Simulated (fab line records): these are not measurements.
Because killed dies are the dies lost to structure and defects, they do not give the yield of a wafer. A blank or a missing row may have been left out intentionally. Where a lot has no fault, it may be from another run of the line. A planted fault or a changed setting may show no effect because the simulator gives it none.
fab line records | flow n5_finfet
[record] lots = 6 | wafers = 18 | last_day = 16
route steps=1938 shown BEOL_M5@1117 PASSIVATION@1936
lots with no fault: from the same line, run without faults
start_h: hours from the record's first day to the start of the lot's first wafer shown | wait_h: hours elapsed since this lot's preceding step | " as in the row above | L1.1+2: a single row standing in for several wafers | - no value, or no start was given | * or withheld: withheld | < > ~ a bound
route shown NAME@n: names a module that has steps shown in the file, with the first one's number in the route | usual: mean/standard deviation taken from wafers without a fault | same: alike in all rows | chamber/n: place in a boat | sites: per-site readings | _std_site: the values' standard deviation | _edge_site: the outer-site mean with the inner-site mean subtracted | radius_mm: for every site, how far away it sits from the centre of the wafer | mask NAME#n: copy n | behind: the last tool/chamber to shape the wafer | hold: what put the lot on hold/how long, in hours/how the hold closed | device: whichever transistor did not switch (one of n, p or np) | end of line: the route-end tests of the same wafers | a step with no rows: only its recipe | killed: at the first sort, the dies lost to defects and structure; wafer yield is something else | map: per-die view of a wafer (x killed, . not killed, _ where there is no die)
set.NAME: the setting the step ran with; set.NAME@STEP: the setting that earlier step ran with | model.NAME: the simulator's own value behind a step, which no gauge read
a table for each step, a row for each wafer; lots at some steps of the route
services: a tool's chamber out of use, with start hour (start_h, from the record's first day; less than 0 if before it), hours out, and reason
[[steps]]
[step N5_BEOL_M5_COAT_59]
[recipe] resist = SOC | temp_c = 250 | time_s = 60 | spin_rpm = 1500 | resist_thk_nm = 60
[step N5_BEOL_M5_COAT_60]
[recipe] resist = SiARC | temp_c = 220 | time_s = 60 | spin_rpm = 1500 | resist_thk_nm = 12
[step N5_BEOL_M5_COAT_71]
[recipe] resist = underlayer | temp_c = 205 | time_s = 60 | spin_rpm = 1500 | resist_thk_nm = 5
[step N5_BEOL_M5_COAT_05]
[recipe] resist = CAR-EUV | spin_rpm = 1500 | resist_thk_nm = 30
[step N5_BEOL_M5_EBR_07]
[recipe] solvent = PGMEA | ebr_width_mm = 1.5
[step N5_BEOL_M5_SOFTBAKE_06]
[recipe] temp_c = 110 | time_s = 60 | resist = CAR-EUV
[step N5_BEOL_M5_EXPOSE_08]
[recipe] mask_id = M5 | na = 0.33 | source_shape = annular | sigma_inner = 0.4 | sigma_outer = 0.8 | polarization = unpolarized | target_cd_nm = 28 | dose_mj = 35.75
[step N5_BEOL_M5_PEB_09]
[recipe] peb_temp_c = 100 | peb_time_s = 60 | resist = CAR-EUV
[step N5_BEOL_M5_DEVELOP_10]
[recipe] develop_time_s = 30 | developer = TMAH | resist = CAR-EUV | rinse_liquid = surfactant_rinse | dry = air_spin | dev_temp_c = 23
[step N5_BEOL_M5_CD_MEAS_11]
[recipe] target_cd_nm = 27.74 | landing_energy_ev = 500 | detector = se_inlens
[usual] cd_nm = 28.08/0.29
lot.wafer | tool      | chamber | start_h | wait_h | cd_nm
L363.2    | cd_sem-02 | 0       | 166.32  | -      | 28.39
L363.4    | "         | 0       | "       | "      | 28.35
L363.5    | "         | 0       | "       | "      | 28.23
L367.2    | cd_sem-02 | 0       | 192.65  | -      | 28.30
L367.3    | "         | 0       | "       | "      | 28.08
L367.4    | "         | 0       | "       | "      | 28.30
L375.1    | cd_sem-02 | 0       | 245.79  | -      | 28.33
L375.4    | "         | 0       | "       | "      | 28.53
L375.5    | "         | 0       | "       | "      | 28.65
L376.2    | cd_sem-03 | 0       | 262.65  | -      | 28.14
L376.3    | "         | 0       | "       | "      | 27.99
L376.4    | "         | 0       | "       | "      | 27.99
L381.4    | cd_sem-02 | 0       | 276.88  | -      | 28.31
L381.5    | "         | 0       | "       | "      | 28.12
L381.6    | "         | 0       | "       | "      | 28.25
L382.1    | cd_sem-03 | 0       | 277.04  | -      | 28.62
L382.3    | "         | 0       | "       | "      | 28.45
L382.6    | "         | 0       | "       | "      | 28.64
[step N5_BEOL_M5_OVL_MEAS_12]
[recipe] points_per_wafer = 522
[usual] M5_OVL = 0.1/0.69
lot.wafer | tool       | chamber | start_h | wait_h | M5_OVL[nm]
L363.2    | overlay-01 | 0       | 166.35  | 0.0    | -0.9
L363.4    | "          | 0       | "       | "      | 0.3
L363.5    | "          | 0       | "       | "      | -1.2
L367.2    | overlay-01 | 0       | 192.69  | 0.0    | -0.2
L367.3    | "          | 0       | "       | "      | 0.0
L367.4    | "          | 0       | "       | "      | 1.1
L375.1    | overlay-02 | 0       | 245.82  | 0.0    | 0.3
L375.4    | "          | 0       | "       | "      | 0.0
L375.5    | "          | 0       | "       | "      | 0.8
L376.2    | overlay-01 | 0       | 262.69  | 0.0    | 0.0
L376.3    | "          | 0       | "       | "      | -1.6
L376.4    | "          | 0       | "       | "      | -0.2
L381.4    | overlay-02 | 0       | 276.92  | 0.0    | -0.8
L381.5    | "          | 0       | "       | "      | 1.2
L381.6    | "          | 0       | "       | "      | 0.5
L382.1    | overlay-02 | 0       | 277.07  | 0.0    | 0.4
L382.3    | "          | 0       | "       | "      | -0.7
L382.6    | "          | 0       | "       | "      | 1.0
[step N5_BEOL_M5_INSPECT_13]
[recipe] mode = adi | inspect_instrument = brightfield
[usual] raw_defect_count = 438/110
lot.wafer | tool              | chamber | start_h | wait_h | raw_defect_count
L363.2    | defect_inspect-02 | -       | 166.41  | 0.0    | 305
L363.4    | "                 | -       | "       | "      | 395
L363.5    | "                 | -       | "       | "      | 342
L367.2    | defect_inspect-01 | -       | 192.74  | 0.0    | 674
L367.3    | "                 | -       | "       | "      | 557
L367.4    | "                 | -       | "       | "      | 590
L375.1    | defect_inspect-02 | -       | 245.88  | 0.1    | 497
L375.4    | "                 | -       | "       | "      | 533
L375.5    | "                 | -       | "       | "      | 474
L376.2    | defect_inspect-02 | -       | 262.74  | 0.0    | 404
L376.3    | "                 | -       | "       | "      | 397
L376.4    | "                 | -       | "       | "      | 453
L381.4    | defect_inspect-01 | -       | 276.96  | 0.0    | 468
L381.5    | "                 | -       | "       | "      | 466
L381.6    | "                 | -       | "       | "      | 436
L382.1    | defect_inspect-02 | -       | 277.13  | 0.1    | 278
L382.3    | "                 | -       | "       | "      | 309
L382.6    | "                 | -       | "       | "      | 324
[step N5_BEOL_M5_DESCUM_16]
[recipe] chemistry = O2 | time_s = 7 | source_power_w = 50 | bias_power_w = 20 | pressure_mtorr = 20 | rf_frequency_hz = 2.712e+07 | temp_c = 40 | resist = CAR-EUV | o2_flow_sccm = 225
[usual] drypump_motor_current_A = 5.9/0.49 | oes_product_au = 0.81/0.084 | rf_vpp_V = 242.8/1.3 | showerhead_plenum_p_Torr = 2.06/0.06 | throttle_valve_pct = 20.28/0.28
lot.wafer | tool        | chamber | start_h | wait_h | drypump_motor_current_A | oes_product_au | rf_hours_counter_h | rf_vpp_V | showerhead_plenum_p_Torr | throttle_valve_pct | model.CAR-EUV_of_BEOL_M5_COAT_05.thk_nm
L363.2    | rie_diel-03 | 0       | 166.44  | 0.0    | 6.5                     | 0.70           | 236                | 241.5    | 2.05                     | 20.49              | 26
L363.4    | "           | 2       | "       | "      | 5.2                     | 0.72           | 193                | 242.8    | 2.08                     | 20.63              | 26
L363.5    | "           | 2       | "       | "      | 5.2                     | 0.72           | -                  | 242.6    | 2.08                     | 20.63              | 26.2
L367.2    | rie_diel-01 | 2       | 192.86  | 0.1    | 5.6                     | 0.88           | 42                 | 242.7    | 2.04                     | 20.26              | 26.2
L367.3    | "           | 1       | "       | "      | 5.7                     | 0.66           | 237                | 239.1    | 1.97                     | 20.49              | 26
L367.4    | "           | 3       | "       | "      | 6.3                     | 0.75           | 131                | 242.1    | 1.99                     | 20.13              | 26.2
L375.1    | rie_diel-01 | 0       | 245.91  | 0.0    | 6.0                     | 0.72           | 177                | 241.9    | 2.10                     | 20.71              | 26
L375.4    | "           | 0       | "       | "      | 6.0                     | 0.72           | -                  | 243.5    | 2.10                     | 20.73              | 27
L375.5    | "           | 2       | "       | "      | 5.6                     | 0.85           | -                  | 244.0    | 2.04                     | 20.32              | 27
L376.2    | rie_diel-01 | 1       | 262.77  | 0.0    | 5.7                     | 0.97           | 3                  | 245.5    | 2.22                     | 20.07              | 26
L376.3    | "           | 2       | "       | "      | 5.6                     | 0.84           | 63                 | 242.4    | 2.04                     | 20.32              | 26
L376.4    | "           | 0       | "       | "      | 6.0                     | 0.72           | 182                | 243.0    | 2.10                     | 20.73              | 27
L381.4    | rie_diel-05 | 0       | 276.99  | 0.0    | 6.4                     | 0.75           | 133                | 241.7    | 2.02                     | 20.60              | 26
L381.5    | "           | 2       | "       | "      | 5.7                     | 0.83           | -                  | 242.6    | 2.10                     | 19.96              | 26
L381.6    | "           | 1       | "       | "      | 5.4                     | 0.79           | -                  | 242.9    | 2.10                     | 20.06              | 26
L382.1    | rie_diel-03 | 3       | 277.17  | 0.0    | 6.4                     | 0.86           | 54                 | 243.6    | 2.01                     | 19.82              | 26
L382.3    | "           | 0       | "       | "      | 6.5                     | 0.95           | 12                 | 242.0    | 2.04                     | 20.09              | 26
L382.6    | "           | 1       | "       | "      | 4.7                     | 0.87           | -                  | 242.1    | 2.03                     | 20.45              | 26
[step N5_BEOL_M5_ETCH_72]
[recipe] chemistry = N2/H2 | target = underlayer | target_depth_a = 65 | mask_material = CAR-EUV | time_s = 5.2 | ion_energy_ev = 200 | pressure_mtorr = 30 | source_w = 840 | bias_w = 150 | n2_flow_sccm = 200 | h2_flow_sccm = 200 | ends = cleared
[usual] bias_w = 150.0/0.47 | drypump_motor_current_A = 5.9/0.48 | etch_rf_on_time_s = 5.16/0.19 | oes_product_au = 0.69/0.073 | rf_vpp_V = 523.3/2.4 | showerhead_plenum_p_Torr = 2.51/0.068 | throttle_valve_pct = 17.76/0.23
lot.wafer | tool        | chamber | start_h | wait_h | bias_w | drypump_motor_current_A | etch_rf_on_time_s | oes_product_au | rf_hours_counter_h | rf_vpp_V | showerhead_plenum_p_Torr | throttle_valve_pct
L363.2    | rie_diel-03 | 0       | 166.47  | 0.0    | 149.5  | 6.5                     | 5.17              | 0.58           | 236                | 520.9    | 2.49                     | 17.88
L363.4    | "           | 2       | "       | "      | 149.9  | 5.2                     | 5.05              | 0.63           | 193                | 524.8    | 2.52                     | 18.10
L363.5    | "           | 2       | "       | "      | 149.2  | 5.2                     | 5.02              | 0.63           | -                  | 521.9    | 2.52                     | 18.08
L367.2    | rie_diel-01 | 2       | 192.89  | 0.0    | 149.4  | 5.6                     | 5.06              | 0.74           | 42                 | 522.5    | 2.47                     | 17.58
L367.3    | "           | 1       | "       | "      | 149.8  | 5.7                     | 5.30              | 0.56           | 237                | 518.1    | 2.39                     | 17.90
L367.4    | "           | 3       | "       | "      | 150.0  | 6.4                     | 5.41              | 0.63           | 131                | 521.7    | 2.45                     | 17.80
L375.1    | rie_diel-01 | 0       | 245.94  | 0.0    | 149.5  | 6.0                     | 5.30              | 0.62           | 177                | 522.3    | 2.52                     | 17.91
L375.4    | "           | 0       | "       | "      | 150.3  | 6.0                     | 5.29              | 0.62           | -                  | 523.6    | 2.52                     | 17.88
L375.5    | "           | 2       | "       | "      | 149.7  | 5.7                     | 5.08              | 0.72           | -                  | 524.9    | 2.46                     | 17.62
L376.2    | rie_diel-01 | 1       | 262.81  | 0.0    | 150.0  | 5.7                     | 4.95              | 0.83           | 3                  | 527.9    | 2.70                     | 17.49
L376.3    | "           | 2       | "       | "      | 149.8  | 5.6                     | 5.09              | 0.72           | 63                 | 523.0    | 2.46                     | 17.63
L376.4    | "           | 0       | "       | "      | 149.9  | 6.0                     | 5.23              | 0.62           | 182                | 523.4    | 2.52                     | 17.93
L381.4    | rie_diel-05 | 0       | 277.03  | 0.0    | 149.8  | 6.4                     | 5.00              | 0.65           | 133                | 523.2    | 2.46                     | 18.15
L381.5    | "           | 2       | "       | "      | 150.8  | 5.7                     | 5.21              | 0.71           | -                  | 523.8    | 2.57                     | 17.52
L381.6    | "           | 1       | "       | "      | 149.2  | 5.4                     | 5.39              | 0.66           | -                  | 525.1    | 2.55                     | 17.50
L382.1    | rie_diel-03 | 3       | 277.20  | 0.0    | 149.9  | 6.4                     | 4.80              | 0.76           | 54                 | 520.2    | 2.50                     | 17.67
L382.3    | "           | 0       | "       | "      | 150.6  | 6.6                     | 5.09              | 0.80           | 12                 | 524.1    | 2.48                     | 17.48
L382.6    | "           | 1       | "       | "      | 150.1  | 4.7                     | 5.08              | 0.72           | -                  | 521.0    | 2.49                     | 18.09
[step N5_PASSIVATION_PROBE_49]
[usual] defect_limited_yield = 91.3/1.5 | killed_at_M0_to_M3 = 35/8.7 | killed_at_M4_up = 14/5.5 | killed_at_contacts = 11/5.6 | killed_at_front_end = 39/13 | killed_at_other = 3.7/2.2 | killed_dies = 103/18 | killed_open = 69/14 | killed_short = 33/7.8 | sort_bin_4_leakage = 0.02/0.15 | sort_bin_5_function = 5.1/0.99 | sort_bin_6_memory = 3.3/0.67 | sort_n_pass = 1077/18 | sort_yield_pct = 91.2/1.5
[same] gross_dies = 1180 | killed_at_back_side = 0 | sort_bin_8_speed[%] = 0
lot.wafer | tool      | chamber | start_h | wait_h | defect_limited_yield[%] | killed_at_M0_to_M3 | killed_at_M4_up | killed_at_contacts | killed_at_front_end | killed_at_other | killed_dies | killed_open | killed_short | sort_bin_4_leakage[%] | sort_bin_5_function[%] | sort_bin_6_memory[%] | sort_n_pass | sort_yield_pct[%]
L382.1    | prober-02 | -       | 381.72  | 0.0    | 90.7                    | 37                 | 5               | 15                 | 51                  | 2               | 110         | 83          | 24           | 0                     | 5.7                    | 3.4                  | 1070        | 90.7
L382.3    | prober-02 | -       | 381.82  | 0.1    | 90.4                    | 37                 | 17              | 10                 | 44                  | 5               | 113         | 68          | 44           | 0                     | 5.0                    | 4.1                  | 1067        | 90.4
L382.6    | prober-02 | -       | 381.97  | 0.3    | 88.2                    | 58                 | 21              | 11                 | 46                  | 3               | 139         | 100         | 34           | 0                     | 6.8                    | 4.3                  | 1041        | 88.2
// killed by level:class
L382.1 STI_FIN_REVEAL:geometric_particle:open=16 MOL_CONTACT_COAG:geometric_particle:open=14 BEOL_M3:geometric_particle:open=11 BEOL_M2:geometric_particle:open=10 FIN_SAQP:geometric_particle:open=9 ILD0:geometric_particle:open=5 DUMMY_GATE:geometric_particle:open=4 ILD0:geometric_particle:short=4
L382.3 BEOL_M3:geometric_particle:open=12 BEOL_M2:geometric_particle:open=10 ILD0:geometric_particle:short=7 MOL_CONTACT_COAG:geometric_particle:open=7 STI_FIN_REVEAL:geometric_particle:open=6 BEOL_M4:geometric_particle:short=6 DUMMY_GATE:geometric_particle:open=5 DUMMY_GATE:geometric_particle:short=5
L382.6 BEOL_M3:geometric_particle:open=13 BEOL_M1:geometric_particle:open=13 BEOL_M0_SAQP:geometric_particle:open=11 STI_FIN_REVEAL:geometric_particle:open=10 MOL_CONTACT_COAG:geometric_particle:open=10 BEOL_M0_SAQP:geometric_particle:short=9 BEOL_M2:geometric_particle:open=6 ILD0:geometric_particle:short=5
[[services]]
tool        | chamber | start_h | hours | kind
rie_diel-05 | 3       | 157.68  | 15.8  | repair
rie_diel-03 | 0       | 214.92  | -     | clean
rie_diel-03 | 0       | 214.92  | -     | consumable_replace:focus_ring
rie_diel-03 | 0       | 214.92  | 18.6  | scheduled_down
rie_diel-03 | 0       | 214.92  | 18.6  | vent_cycle
rie_diel-05 | 3       | 215.50  | 3.4   | repair
rie_diel-05 | 1       | 223.62  | 5.1   | repair
rie_diel-01 | 1       | 235.70  | -     | clean
rie_diel-01 | 1       | 235.70  | -     | consumable_replace:focus_ring
rie_diel-01 | 1       | 235.70  | -     | consumable_replace:showerhead
rie_diel-01 | 1       | 235.70  | 14.6  | scheduled_down
rie_diel-01 | 1       | 235.70  | 14.6  | vent_cycle
rie_diel-01 | 3       | 248.54  | 4.6   | repair
rie_diel-03 | -       | 271.79  | 0.6   | repair
[[key]]
first_sign none at tools or gauges
[model_effect] step = N5_BEOL_M5_DESCUM_16 | value = CAR-EUV_of_BEOL_M5_COAT_05.thk_nm | without = 26.07 | struck = 27
met_at N5_BEOL_M5_DESCUM_16
struck_wafers L375.4,L375.5,L376.4
onset_between 192.86 245.91
[fault] kind = process_parameter_drift | tool = rie_diel-01 | chamber = - | onset_h = 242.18 | steps = N5_BEOL_M5_DESCUM_16 | channel = time_s | offset = * | shape = step | end_h = 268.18 | scope = struck_wafers_only | acts_in = * | stated = *
